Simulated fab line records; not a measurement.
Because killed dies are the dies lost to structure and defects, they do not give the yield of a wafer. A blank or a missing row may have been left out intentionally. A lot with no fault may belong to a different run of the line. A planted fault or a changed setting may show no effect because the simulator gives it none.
3 desks, one fault | flow nand harc | numbers are kept per desk, each desk with only its own; the story behind them comes last

== AT THE TOOL OWNER'S DESK: rie diel-05 ==
The tool's own readings at NHARC_P_M2_ETCH_28 (etches the open film in CF4/N2, target depth 30 nm, time 72.99 s): means of the sampled wafers that have a number, for each lot that ran on this tool. A lot is out of limits, marked OUT, if its mean lies more than 4 standard deviations from the usual mean; the brackets give that distance.
Columns: A = drypump motor current A at NHARC_P_M2_ETCH_28, usual 5.7 A; B = oes product au at NHARC_P_M2_ETCH_28, usual 1.000 a.u.; C = rf vpp V at NHARC_P_M2_ETCH_28, usual 314.9 V; D = showerhead plenum p Torr at NHARC_P_M2_ETCH_28, usual 2.68 Torr; E = throttle valve pct at NHARC_P_M2_ETCH_28, usual 19.794 %
lot  | first seen here | A   | B               | C     | D    | E
L450 | day 8 21:07     | 5.8 | 0.831 (-23) OUT | 312.8 | 2.56 | 19.792
L461 | day 13 08:32    | 6.2 | 1.003           | 315.3 | 2.73 | 19.794
This desk finds L450 out of limits, L450 being first, at day 8 21:07 (oes product au at NHARC_P_M2_ETCH_28). In limits: L461.

== METROLOGY DESK ==
Lot by lot, what the gauges showed, no matter which tool ran the lot: averages of those sampled wafers that carry a number. A lot is out of limits, marked OUT, if its mean lies more than 4 standard deviations from the usual mean; the brackets give that distance.
Columns: A = cd nm at NHARC_P_M2_CD_MEAS_09, usual 169.9 nm; B = overlay x nm at NHARC_P_M2_OVL_MEAS_10, usual 0.1 nm; C = overlay y nm at NHARC_P_M2_OVL_MEAS_10, usual -0.1 nm; D = cd nm at NHARC_P_M2_CD_MEAS_16, usual 170.0 nm
lot  | first seen here | A     | B    | C    | D
L450 | day 8 20:19     | 170.2 | -1.1 | 0.7  | 169.7
L461 | day 13 07:44    | 169.5 | -0.8 | 0.6  | 169.5
L464 | day 14 18:31    | 169.6 | 1.7  | -0.1 | 169.2
L465 | day 15 01:53    | 169.7 | 0.4  | -0.8 | 170.6
L466 | day 15 12:32    | 169.8 | -0.0 | 1.3  | 169.9
This desk found nothing out of limits on any of the 5 lots.

== THE DEFECT DESK ==
Counts from the inspections along the route, per lot, as means over the sampled wafers that have a number. A lot is out of limits, marked OUT, if its mean lies more than 4 standard deviations from the usual mean; the brackets give that distance.
Columns: A = raw defect count at NHARC_P_M2_INSPECT_11, usual 5.2
lot  | first seen here | A
L450 | day 8 20:26     | 5.5
L461 | day 13 07:51    | 1.3
L464 | day 14 18:38    | 6.3
L465 | day 15 02:01    | 3.7
L466 | day 15 12:40    | 4.0
This desk found nothing out of limits on any of the 5 lots.

== TAKEN TOGETHER ==
The tool owner's desk could have raised an alarm at day 8 21:07, on L450.
Metrology desk: nothing out of limits seen.
No out-of-limits result turned up at the defect desk.
The metrology desk holds a record of L450, inside its limits.
The defect desk has L450 on record, within its limits.
All the named lots went through NHARC_P_M2_ETCH_28 on rie diel-05.

== WHAT THE SIMULATOR HAD PUT IN ==
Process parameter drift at NHARC_P_M2_ETCH_28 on rie diel-05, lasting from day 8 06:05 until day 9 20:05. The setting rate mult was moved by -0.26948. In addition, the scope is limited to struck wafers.
Lots struck among those shown: L450.
Hours from the fault's start to each desk's first reading out of limits: the tool owner's desk, 15.
